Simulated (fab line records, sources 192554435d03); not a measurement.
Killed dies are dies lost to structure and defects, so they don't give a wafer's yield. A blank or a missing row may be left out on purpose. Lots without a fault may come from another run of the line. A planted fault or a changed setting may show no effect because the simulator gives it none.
Split-lot experiment | flow n5_finfet | 7 lots, 21 wafers read, on a route of 1938 steps

THE SPLIT
At N5_DUMMY_GATE_PECVD_30 (deposits SiO2 from TEOS/O2, target thk 55 nm, time 10.8 s), the setting time_s was moved away from the recipe's 10.8 s on 8 of the 21 wafers read, by -10.3% to +14.2%. The other wafers ran this setting at the recipe's value.

FROM THE SPLIT TO THE READING: what the file shows between them, 5 steps
- N5_DUMMY_GATE_COAT_28: time 60 s, resist thk 10 nm (also split here: temp_c)
- N5_DUMMY_GATE_COAT_09: resist thk 30 nm
- N5_DUMMY_GATE_EBR_11
- N5_DUMMY_GATE_STRIP_41: strips in O2
- N5_DUMMY_GATE_HM_OPEN_21: chemistry CH3F/O2, target SiNx, target depth 120 nm, time 171.4 s

THE READING
SiO2_of_DUMMY_GATE_PECVD_30.thk_nm (the simulator's own value, which no gauge read), in nm, at N5_DUMMY_GATE_ETCH_32 (etches SiO2 in CF4, target depth 3.5 nm, time 3.9 s). The file gives no usual value for it. The 13 wafers here that ran the recipe average 41.2 nm, standard deviation 0.72 nm.

wafer  | tool, chamber at the split | time_s as run, s | against the recipe | SiO2_of_DUMMY_GATE_PECVD_30.thk_nm, nm | against lot-mates on the recipe
L075.3 | pecvd-04, 1                | 10.8             | recipe             | 40.8                                   | -
L075.4 | pecvd-04, 1                | 10.8             | recipe             | 42                                     | -
L075.5 | pecvd-04, 2                | 10.26            | -5.0%              | 39.4                                   | -2.0
L078.1 | pecvd-04, 0                | 10.8             | recipe             | 42                                     | -
L078.2 | pecvd-04, 1                | 10.8             | recipe             | 41.2                                   | -
L078.6 | pecvd-04, 2                | 11.99            | +11.0%             | 48.4                                   | +6.8
L079.4 | pecvd-03, 1                | 10.8             | recipe             | 41.2                                   | -
L079.5 | pecvd-03, 2,0              | 10.8             | recipe             | 42                                     | -
L079.6 | pecvd-03, 2,0              | 10.8             | recipe             | 41.6                                   | -
L090.3 | pecvd-03, 1                | 9.687            | -10.3%             | 35.4                                   | -7.2
L090.5 | pecvd-03, 2                | 9.687            | -10.3%             | 35.8                                   | -6.8
L090.6 | pecvd-03, 0                | 10.8             | recipe             | 42.6                                   | -
L091.2 | pecvd-03, 1                | 10.8             | recipe             | 40.4                                   | -
L091.4 | pecvd-03, 1                | 10.17            | -5.8%              | 38.6                                   | -1.8
L091.6 | pecvd-03, 0                | 10.17            | -5.8%              | 38.6                                   | -1.8
L092.1 | pecvd-04, 1                | 10.8             | recipe             | 40.4                                   | -
L092.3 | pecvd-04, 2                | 10.8             | recipe             | 40.6                                   | -
L092.5 | pecvd-04, 0                | 11.89            | +10.1%             | 47.4                                   | +6.9
L094.2 | pecvd-01, 0                | 10.8             | recipe             | 41.2                                   | -
L094.3 | pecvd-01, 2                | 10.8             | recipe             | 40.2                                   | -
L094.5 | pecvd-01, 0                | 12.33            | +14.2%             | 48.6                                   | +7.9
Where a row lists several chambers, the file gives one row for several wafers and doesn't say which wafer went through which chamber.

THE FIT
A straight line over all 21 wafers: SiO2_of_DUMMY_GATE_PECVD_30.thk_nm changes by +0.551 nm for each +1% of time_s; r = +0.98; the points scatter about the line by 0.71 nm.
The same after taking each lot's own level away (the mean of its wafers on the recipe; 21 wafers): +0.592 nm for each +1%; r = +0.98; scatter 0.75 nm.
On that fit, the largest move of time_s shifts the reading by 8.4 nm.
The lots' own levels span 40.40 to 42.60 nm, that is 3.0 times the standard deviation above.
So the lot-to-lot level changes the slope little: the two slopes agree.
Check: with one of the wafers moved furthest among these (+14.2%) left out of the fit, the line predicts +8.85 nm for it against its lot-mates. It came out at +7.9 nm against them.

OTHER SPLITS ON THESE WAFERS
These wafers also went through other splits before the reading. Each is held against what the fit with the lots' levels taken away leaves over:
other split on the same wafers | wafers away from the commonest value | r with SiO2_of_DUMMY_GATE_PECVD_30.thk_nm (lot level and that fit taken away)
N5_FIN_SAQP_COAT_68 temp_c     | 5                                    | +0.28
N5_DUMMY_GATE_COAT_28 temp_c   | 10                                   | -0.05

THE WHOLE CHAIN: every reading that the file lists as answering this split, in the file's order
step                   | what it does                                              | reading                                                                             | change (the file's fit)               | r (the file's)
N5_DUMMY_GATE_PECVD_30 | deposits SiO2 from TEOS/O2, target thk 55 nm, time 10.8 s | SiO2_of_DUMMY_GATE_PECVD_30.thk_nm (the simulator's own value, which no gauge read) | +0.602 nm for each +1% of the setting | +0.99
N5_DUMMY_GATE_ETCH_32  | etches SiO2 in CF4, target depth 3.5 nm, time 3.9 s       | SiO2_of_DUMMY_GATE_PECVD_30.thk_nm (the simulator's own value, which no gauge read) | +0.593 nm for each +1% of the setting | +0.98

THE FILE'S OWN FIT
SiO2_of_DUMMY_GATE_PECVD_30.thk_nm changes by +0.593 nm for each +1% of time_s, r = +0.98.
